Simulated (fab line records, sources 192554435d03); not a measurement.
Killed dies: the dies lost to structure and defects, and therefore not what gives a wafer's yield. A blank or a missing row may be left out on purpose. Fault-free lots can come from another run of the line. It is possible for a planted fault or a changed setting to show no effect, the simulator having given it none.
fab line records | flow n5_finfet
[record] lots = 10 | wafers = 30 | last_day = 18
route steps=1938 shown BEOL_M0_SAQP@650 BEOL_M4@1111
lots with no fault: from the same line, run without faults
start_h: start of the lot's first displayed wafer, in hours after the record's first day | wait_h: how many hours have passed since the lot's step before this one | " unchanged from the row above | L1.1+2: one row covering several wafers at once | - no value, or no start was given | * or withheld: withheld | < > ~ a bound
route shown NAME@n: a module of which the file shows steps, and the number in the route of the first | usual: mean/standard deviation taken from wafers without a fault | same: alike in all rows | chamber/n: place in a boat | sites: readings site by site | _std_site: standard deviation of those values | _edge_site: outer sites' mean less inner sites' | radius_mm: for every site, how far away it sits from the centre of the wafer | mask NAME#n: copy n | behind: the most recent tool/chamber to have shaped the wafer | hold: why the lot went on hold/how many hours it stayed there/how the hold came to an end | device: names the non-switching transistor (n, p or np) | end of line: the route-end tests of the same wafers | where a step has no rows: the recipe by itself | killed: not the wafer's yield, but the dies lost to structure and defects at the first sort | map: a wafer's dies, x killed, . not, _ none there
set.NAME: the run value of the setting; set.NAME@STEP: its run value at that earlier step | model.NAME: the simulator's own value behind a step, which no gauge read
one table for each step of the route and one row for each wafer, over a sample of lots
services: when a tool's chamber went out of use (start_h, in hours from the record's first day, below 0 if earlier), for how many hours, and the reason
[[steps]]
[step N5_BEOL_M0_SAQP_OVL_MEAS_15]
[recipe] points_per_wafer = 44
[usual] M0_CORE_OVL = 0.1/0.73
[same] points_per_wafer = 44
lot.wafer | tool       | chamber | start_h | wait_h | M0_CORE_OVL[nm]
L483.2    | overlay-01 | 0       | 113.91  | 0.0    | 0.4
L483.4    | "          | 0       | "       | "      | 0.3
L483.5    | "          | 0       | "       | "      | -0.2
L485.3    | overlay-01 | 0       | 129.48  | 0.0    | 0.4
L485.5    | "          | 0       | "       | "      | 1.5
L485.6    | "          | 0       | "       | "      | -0.1
L490.3    | overlay-02 | 0       | 155.82  | 0.0    | -1.2
L490.5    | "          | 0       | "       | "      | -0.4
L490.6    | "          | 0       | "       | "      | -1.2
L493.1    | overlay-01 | 0       | 171.99  | 0.0    | 0.0
L493.3    | "          | 0       | "       | "      | 0.6
L493.6    | "          | 0       | "       | "      | 0.8
L497.1    | overlay-02 | 0       | 195.69  | 0.0    | -0.7
L497.2    | "          | 0       | "       | "      | 1.0
L497.3    | "          | 0       | "       | "      | 1.7
L499.1    | overlay-02 | 0       | 210.20  | 0.0    | -0.4
L499.2    | "          | 0       | "       | "      | 0.2
L499.4    | "          | 0       | "       | "      | 0.2
L500.1    | overlay-02 | 0       | 214.52  | 0.0    | -0.2
L500.2    | "          | 0       | "       | "      | -0.9
L500.3    | "          | 0       | "       | "      | -0.7
L503.2    | overlay-02 | 0       | 240.04  | 0.0    | 0.4
L503.3    | "          | 0       | "       | "      | -0.3
L503.6    | "          | 0       | "       | "      | 0.9
L504.1    | overlay-01 | 0       | 243.21  | 0.0    | -0.3
L504.3    | "          | 0       | "       | "      | -0.5
L504.4    | "          | 0       | "       | "      | 0.1
L505.3    | overlay-02 | 0       | 247.11  | 0.0    | -0.6
L505.5    | "          | 0       | "       | "      | -2.0
L505.6    | "          | 0       | "       | "      | -0.2
[step N5_BEOL_M0_SAQP_MANDREL_ETCH_20]
[recipe] target_depth_a = 600 | chemistry = HBr/Cl2 | target = a-Si | stop_on = SiNx | bt_time_s = 10 | mask_material = SOC | over_etch_frac = 0.5 | time_s = 30 | pressure_mtorr = 10 | icp_w = 800 | bias_w = 75 | HBr_flow_sccm = 150 | Cl2_flow_sccm = 80 | ends = end_point
[usual] drypump_motor_current_A = 5.6/0.47 | oes_product_au = 0.776/0.012 | throttle_valve_pct = 35.4/0.33
lot.wafer | tool      | chamber | start_h | wait_h | drypump_motor_current_A | oes_product_au | rf_hours_counter_h | throttle_valve_pct
L483.2    | rie_si-02 | 0       | 114.24  | 0.0    | 5.5                     | 0.780          | 149                | 35.1
L483.4    | "         | 3       | "       | "      | 6.4                     | 0.781          | 108                | 35.1
L483.5    | "         | 3       | "       | "      | 6.4                     | 0.780          | -                  | 35.1
L485.3    | rie_si-01 | 2       | 129.81  | 0.0    | 5.7                     | 0.765          | 58                 | 34.8
L485.5    | "         | 2       | "       | "      | 5.7                     | 0.775          | -                  | 34.8
L485.6    | "         | 1       | "       | "      | 5.7                     | 0.771          | -                  | 35.3
L490.3    | rie_si-02 | 2       | 156.17  | 0.0    | 5.6                     | 0.761          | 3                  | 36.2
L490.5    | "         | 2       | "       | "      | 5.6                     | 0.778          | -                  | 36.1
L490.6    | "         | 3       | "       | "      | 6.4                     | 0.787          | -                  | 35.1
L493.1    | rie_si-02 | 3       | 172.33  | 0.0    | 6.4                     | 0.765          | 109                | 35.1
L493.3    | "         | 0       | "       | "      | 5.5                     | 0.785          | 150                | 35.1
L493.6    | "         | 3       | "       | "      | 6.4                     | 0.782          | -                  | 35.1
L497.1    | rie_si-06 | 2       | 196.03  | 0.0    | 5.6                     | 0.769          | 5                  | 35.4
L497.2    | "         | 3       | "       | "      | 5.1                     | 0.746          | 15                 | 35.3
L497.3    | "         | 1       | "       | "      | 4.6                     | 0.776          | 14                 | 35.8
L499.1    | rie_si-06 | 2       | 210.69  | 0.0    | 5.6                     | 0.772          | 6                  | 35.4
L499.2    | "         | 0       | "       | "      | 5.1                     | 0.786          | 54                 | 35.2
L499.4    | "         | 2       | "       | "      | 5.7                     | 0.776          | -                  | 35.4
L500.1    | rie_si-06 | 0       | 214.88  | 0.0    | 5.1                     | 0.783          | 54                 | 35.2
L500.2    | "         | 3       | "       | "      | 5.1                     | 0.756          | 15                 | 35.3
L500.3    | "         | 2       | "       | "      | 5.6                     | 0.784          | 6                  | 35.4
L503.2    | rie_si-02 | 1       | 240.37  | 0.0    | 5.7                     | 0.785          | 69                 | 35.5
L503.3    | "         | 0       | "       | "      | 5.5                     | 0.785          | 151                | 35.1
L503.6    | "         | 1       | "       | "      | 5.7                     | 0.783          | -                  | 35.4
L504.1    | rie_si-06 | 2       | 243.54  | 0.0    | 5.6                     | 0.781          | 6                  | 35.4
L504.3    | "         | 3       | "       | "      | 5.1                     | 0.767          | 16                 | 35.3
L504.4    | "         | 0       | "       | "      | 5.1                     | 0.803          | 54                 | 35.2
L505.3    | rie_si-01 | 1       | 247.44  | 0.0    | 5.7                     | 0.763          | 165                | 35.3
L505.5    | "         | 1       | "       | "      | 5.7                     | 0.771          | -                  | 35.3
L505.6    | "         | 0       | "       | "      | 6.4                     | 0.774          | -                  | 35.4
[step N5_BEOL_M0_SAQP_COAT_34]
[recipe] resist = CAR-EUV | spin_rpm = 1500 | resist_thk_nm = 30
[usual] spin_speed_rpm = 1500.1/0.87
lot.wafer | tool           | chamber | start_h | wait_h | spin_speed_rpm
L483.2    | litho_track-02 | 0       | 119.37  | -      | 1500.0
L483.4    | "              | 0       | "       | "      | 1500.0
L483.5    | "              | 0       | "       | "      | 1500.7
L485.3    | litho_track-04 | 0       | 134.35  | -      | 1500.5
L485.5    | "              | 0       | "       | "      | 1500.2
L485.6    | "              | 0       | "       | "      | 1500.0
L490.3    | litho_track-02 | 0       | 159.36  | -      | 1428.5
L490.5    | "              | 0       | "       | "      | 1426.4
L490.6    | "              | 0       | "       | "      | 1426.6
L493.1    | litho_track-02 | 0       | 175.91  | -      | 1427.6
L493.3    | "              | 0       | "       | "      | 1426.5
L493.6    | "              | 0       | "       | "      | 1428.4
L497.1    | litho_track-04 | 0       | 199.41  | -      | 1500.7
L497.2    | "              | 0       | "       | "      | 1500.6
L497.3    | "              | 0       | "       | "      | 1502.2
L499.1    | litho_track-03 | 0       | 213.84  | -      | 1500.6
L499.2    | "              | 0       | "       | "      | 1499.6
L499.4    | "              | 0       | "       | "      | 1498.9
L500.1    | litho_track-04 | 0       | 218.80  | -      | 1497.8
L500.2    | "              | 0       | "       | "      | 1498.7
L500.3    | "              | 0       | "       | "      | 1499.5
L503.2    | litho_track-04 | 0       | 243.90  | -      | 1499.2
L503.3    | "              | 0       | "       | "      | 1498.1
L503.6    | "              | 0       | "       | "      | 1498.9
L504.1    | litho_track-03 | 0       | 248.38  | -      | 1500.1
L504.3    | "              | 0       | "       | "      | 1499.4
L504.4    | "              | 0       | "       | "      | 1498.7
L505.3    | litho_track-02 | 0       | 250.64  | -      | 1500.5
L505.5    | "              | 0       | "       | "      | 1500.9
L505.6    | "              | 0       | "       | "      | 1499.1
[step N5_BEOL_M0_SAQP_CD_MEAS_40]
[recipe] target_cd_nm = 30 | landing_energy_ev = 500 | detector = se_inlens
[usual] cd_nm = 30.06/0.23
[same] landing_energy_ev = 500
lot.wafer | tool      | chamber | start_h | wait_h | cd_nm
L483.2    | cd_sem-02 | 0       | 119.63  | -      | 30.05
L483.4    | "         | 0       | "       | "      | 29.72
L483.5    | "         | 0       | "       | "      | 29.93
L485.3    | cd_sem-01 | 0       | 134.62  | -      | 30.43
L485.5    | "         | 0       | "       | "      | 30.14
L485.6    | "         | 0       | "       | "      | 30.03
L490.3    | cd_sem-01 | 0       | 159.75  | -      | 30.00
L490.5    | "         | 0       | "       | "      | 29.75
L490.6    | "         | 0       | "       | "      | 29.81
L493.1    | cd_sem-02 | 0       | 176.29  | -      | 30.23
L493.3    | "         | 0       | "       | "      | 29.97
L493.6    | "         | 0       | "       | "      | 30.08
L497.1    | cd_sem-01 | 0       | 199.80  | -      | 30.10
L497.2    | "         | 0       | "       | "      | 30.03
L497.3    | "         | 0       | "       | "      | 30.36
L499.1    | cd_sem-02 | 0       | 214.23  | -      | 30.06
L499.2    | "         | 0       | "       | "      | 30.22
L499.4    | "         | 0       | "       | "      | 30.14
L500.1    | cd_sem-03 | 0       | 219.07  | -      | 30.40
L500.2    | "         | 0       | "       | "      | 30.29
L500.3    | "         | 0       | "       | "      | 29.74
L503.2    | cd_sem-02 | 0       | 244.29  | -      | 29.34
L503.3    | "         | 0       | "       | "      | 30.11
L503.6    | "         | 0       | "       | "      | 30.49
L504.1    | cd_sem-01 | 0       | 248.64  | -      | 30.15
L504.3    | "         | 0       | "       | "      | 30.30
L504.4    | "         | 0       | "       | "      | 30.36
L505.3    | cd_sem-03 | 0       | 250.91  | -      | 29.95
L505.5    | "         | 0       | "       | "      | 30.05
L505.6    | "         | 0       | "       | "      | 30.17
[step N5_BEOL_M4_RC_MEAS_101]
[usual] DIBL_N = 36.4/1.7 | DIBL_P = 36.4/2.1 | IOFF_N = 0.16/0.035 | IOFF_P = 0.21/0.035 | ION_N = 680/11 | ION_P = 465/6.8 | SS_N = 71.5/0.58 | SS_P = 73.2/0.72 | VT_N = 249/3.6 | VT_P = -250/3.1
lot.wafer | tool      | chamber | start_h | wait_h | DIBL_N[mV/V] | DIBL_P[mV/V] | IOFF_N[nA/um] | IOFF_P[nA/um] | ION_N[uA/um] | ION_P[uA/um] | SS_N[mV/dec] | SS_P[mV/dec] | VT_N[mV] | VT_P[mV]
L483.2    | prober-02 | 0       | 176.91  | 0.2    | 34.6         | 34.5         | 0.14          | 0.19          | 669          | 462          | 71.7         | 72.8         | 252      | -248
L483.4    | "         | 0       | "       | "      | 34.0         | 33.7         | 0.13          | 0.17          | 667          | 460          | 71.6         | 72.1         | 253      | -253
L483.5    | "         | 0       | "       | "      | 37.1         | 37.9         | 0.18          | 0.23          | 689          | 467          | 71.5         | 73.1         | 246      | -247
L485.3    | prober-01 | 0       | 191.48  | 0.3    | 35.5         | 36.7         | 0.17          | 0.22          | 701          | 472          | 71.6         | 73.9         | 246      | -246
L485.5    | "         | 0       | "       | "      | 36.5         | 37.4         | 0.20          | 0.23          | 691          | 463          | 71.4         | 73.5         | 246      | -246
L485.6    | "         | 0       | "       | "      | 34.6         | 35.5         | 0.16          | 0.19          | 686          | 464          | 71.5         | 73.5         | 250      | -251
L490.3    | prober-02 | 0       | 215.20  | 0.9    | 34.2         | 34.4         | 0.13          | 0.18          | 689          | 466          | 70.7         | 72.2         | 251      | -254
L490.5    | "         | 0       | "       | "      | 34.8         | 34.9         | 0.14          | 0.18          | 675          | 465          | 72.1         | 72.0         | 251      | -253
L490.6    | "         | 0       | "       | "      | 37.7         | 37.7         | 0.18          | 0.22          | 695          | 468          | 71.9         | 72.7         | 248      | -252
L493.1    | prober-02 | 0       | 233.07  | 0.0    | 37.5         | 39.5         | 0.18          | 0.23          | 680          | 463          | 71.6         | 74.5         | 249      | -249
L493.3    | "         | 0       | "       | "      | 37.0         | 37.7         | 0.16          | 0.20          | 662          | 456          | 71.4         | 73.6         | 250      | -251
L493.6    | "         | 0       | "       | "      | 38.2         | 39.3         | 0.19          | 0.22          | 677          | 458          | 71.7         | 74.7         | 247      | -249
L497.1    | prober-02 | 0       | 260.74  | 0.0    | 34.3         | 33.7         | 0.13          | 0.17          | 657          | 460          | 71.6         | 72.2         | 254      | -251
L497.2    | "         | 0       | "       | "      | 32.1         | 33.2         | 0.11          | 0.17          | 669          | 466          | 70.7         | 72.4         | 252      | -253
L497.3    | "         | 0       | "       | "      | 35.0         | 36.9         | 0.15          | 0.20          | 663          | 458          | 71.1         | 73.0         | 249      | -249
L499.1    | prober-02 | 0       | 273.42  | 0.0    | 37.1         | 38.1         | 0.16          | 0.22          | 680          | 461          | 71.9         | 73.2         | 250      | -251
L499.2    | "         | 0       | "       | "      | 36.5         | 37.3         | 0.15          | 0.21          | 656          | 452          | 71.4         | 72.5         | 254      | -250
L499.4    | "         | 0       | "       | "      | 34.3         | 35.6         | 0.13          | 0.19          | 668          | 465          | 71.2         | 72.7         | 255      | -248
L500.1    | prober-02 | 0       | 278.91  | 0.0    | 34.0         | 33.9         | 0.12          | 0.15          | 664          | 457          | 71.4         | 72.0         | 256      | -253
L500.2    | "         | 0       | "       | "      | 37.2         | 36.5         | 0.16          | 0.19          | 674          | 458          | 71.8         | 72.7         | 250      | -252
L500.3    | "         | 0       | "       | "      | 35.8         | 35.5         | 0.14          | 0.18          | 676          | 464          | 70.8         | 72.2         | 252      | -255
L503.2    | prober-02 | 0       | 293.39  | 0.2    | 39.5         | 40.4         | 0.24          | 0.28          | 686          | 463          | 73.2         | 74.5         | 243      | -247
L503.3    | "         | 0       | "       | "      | 37.7         | 37.7         | 0.19          | 0.23          | 702          | 471          | 71.0         | 73.2         | 243      | -249
L503.6    | "         | 0       | "       | "      | 41.5         | 42.8         | 0.31          | 0.32          | 717          | 480          | 72.9         | 75.0         | 239      | -245
L504.1    | prober-01 | 0       | 306.11  | 0.5    | 38.1         | 38.2         | 0.17          | 0.26          | 678          | 476          | 71.5         | 74.7         | 251      | -248
L504.3    | "         | 0       | "       | "      | 36.0         | 34.8         | 0.14          | 0.20          | 674          | 470          | 71.9         | 72.7         | 252      | -250
L504.4    | "         | 0       | "       | "      | 34.3         | 33.1         | 0.12          | 0.18          | 669          | 466          | 70.5         | 72.2         | 254      | -251
L505.3    | prober-01 | 0       | 309.77  | 0.3    | 36.0         | 36.2         | 0.16          | 0.23          | 678          | 470          | 71.7         | 72.8         | 248      | -249
L505.5    | "         | 0       | "       | "      | 34.6         | 33.8         | 0.12          | 0.19          | 665          | 464          | 71.1         | 72.1         | 252      | -251
L505.6    | "         | 0       | "       | "      | 38.6         | 39.1         | 0.21          | 0.28          | 692          | 469          | 72.3         | 74.4         | 247      | -247
[[services]]
tool           | chamber | start_h | hours | kind
rie_si-06      | 3       | 93.16   | 4.6   | repair
rie_si-06      | -       | 100.22  | 0.4   | repair
rie_si-06      | 2       | 123.88  | 7.5   | repair
litho_track-02 | -       | 125.27  | -     | consumable_replace:filter
rie_si-01      | -       | 134.41  | 0.8   | repair
rie_si-01      | 2       | 138.88  | 3.6   | repair
rie_si-01      | 0       | 188.07  | 7.8   | repair
rie_si-01      | 2       | 205.99  | 85.1  | repair
rie_si-06      | 1       | 210.04  | 13.4  | repair
[[key]]
[first_sign] step = N5_BEOL_M0_SAQP_COAT_34 | reading = spin_speed_rpm | direction = down | sigmas = 84 | usual = * | struck = *
effect none on later readings
met_at N5_BEOL_M0_SAQP_COAT_34
struck_lots L490,L493
not_acting_at N5_BEOL_M0_SAQP_OVL_MEAS_15,N5_BEOL_M0_SAQP_MANDREL_ETCH_20,N5_BEOL_M0_SAQP_CD_MEAS_40
onset_between 119.37 159.36
[fault] kind = process_parameter_drift | tool = litho_track-02 | chamber = - | onset_h = 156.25 | steps = N5_BEOL_M0_SAQP_COAT_34 | channel = spin_rpm | offset = * | shape = step | end_h = 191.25 | acts_in = * | stated = *
